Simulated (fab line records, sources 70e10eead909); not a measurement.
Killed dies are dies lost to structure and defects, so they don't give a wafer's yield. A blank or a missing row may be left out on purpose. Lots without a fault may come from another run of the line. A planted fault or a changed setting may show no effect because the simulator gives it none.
Problem report in the 8D (eight disciplines) form, filled by code | flow nand_harc | the parts of the form that need people (team, actions taken, sign-off) are left out

1. THE PROBLEM
heater_power_total_W at NHARC_A_BLC_SOFTBAKE_05 reads a mean of 185.42 W on 9 wafers of 3 lots; wafers without a fault read 188.44 W with a standard deviation of 0.12. That is -25 standard deviations from the usual mean.
The step: time 55 s.
First seen on wafer L125.2, day 21 22:00, on litho_track-01. The record holds 36 wafers of 12 lots with a number at this step. Rule for "out", or "out of limits": more than 4 standard deviations from the usual mean. The other wafers with a number count as sound.

2. WHAT IT IS AND WHAT IT IS NOT
question                    | is                     | is not
which readings at this step | heater_power_total_W   | -
which lots                  | L124, L125, L127       | L109, L111, L113, L114, L115, L116, L123, L128, L129
which wafers of those lots  | all that have a number | -
read on which tools         | litho_track-01         | litho_track-04, litho_track-06
when                        | from day 21 22:00      | up to then (21 sound wafers); but 6 sound wafers of L128, L129 came after

3. SUSPECTS, AND WHAT RULES EACH OUT
Counting: a tool at a process step up to the reading stays a suspect if it ran every lot that is out and no sound lot after the first of them.
- litho_track-01 at NHARC_A_BLC_SOFTBAKE_05 (time 55 s): kept. It ran every lot that is out, first L125 (day 21 22:00), and no sound lot after that; its last sound lot up to then is L116 (day 18 23:00). Its own readings are out on those wafers: heater_power_total_W.
Left after counting: litho_track-01 at NHARC_A_BLC_SOFTBAKE_05.

4. THE CAUSE (what the simulator had put in)
Process parameter drift: litho_track-01, from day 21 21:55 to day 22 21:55, at NHARC_A_BLC_SOFTBAKE_05. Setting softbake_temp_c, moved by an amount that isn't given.
Counting left only this tool.

5. THE CHAIN OF EFFECTS, in route order
Each row: a reading whose mean over the struck wafers that have a number lies more than 3 standard deviations from the usual. Only readings for which the record gives a usual standard deviation are gone through. hours: the time from each lot's start at the first step in this table that gives one to its start at this step, as a median over the lots. sigmas: the change in usual standard deviations.
hours | step                    | reading              | usual    | on struck wafers | change | sigmas
0     | NHARC_A_BLC_SOFTBAKE_05 | heater_power_total_W | 188.44 W | 185.42           | -3.02  | -25
The process steps in it:
- NHARC_A_BLC_SOFTBAKE_05: time 55 s.
Later measuring or inspecting steps at which every struck wafer that the step has a row for has a number for every such reading, and none has moved that far: NHARC_END_SORT_01.

6. WHAT WOULD HAVE CAUGHT IT SOONER
In this record the first reading out of limits was taken at day 21 22:00, 0 hours after the fault began at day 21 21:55.
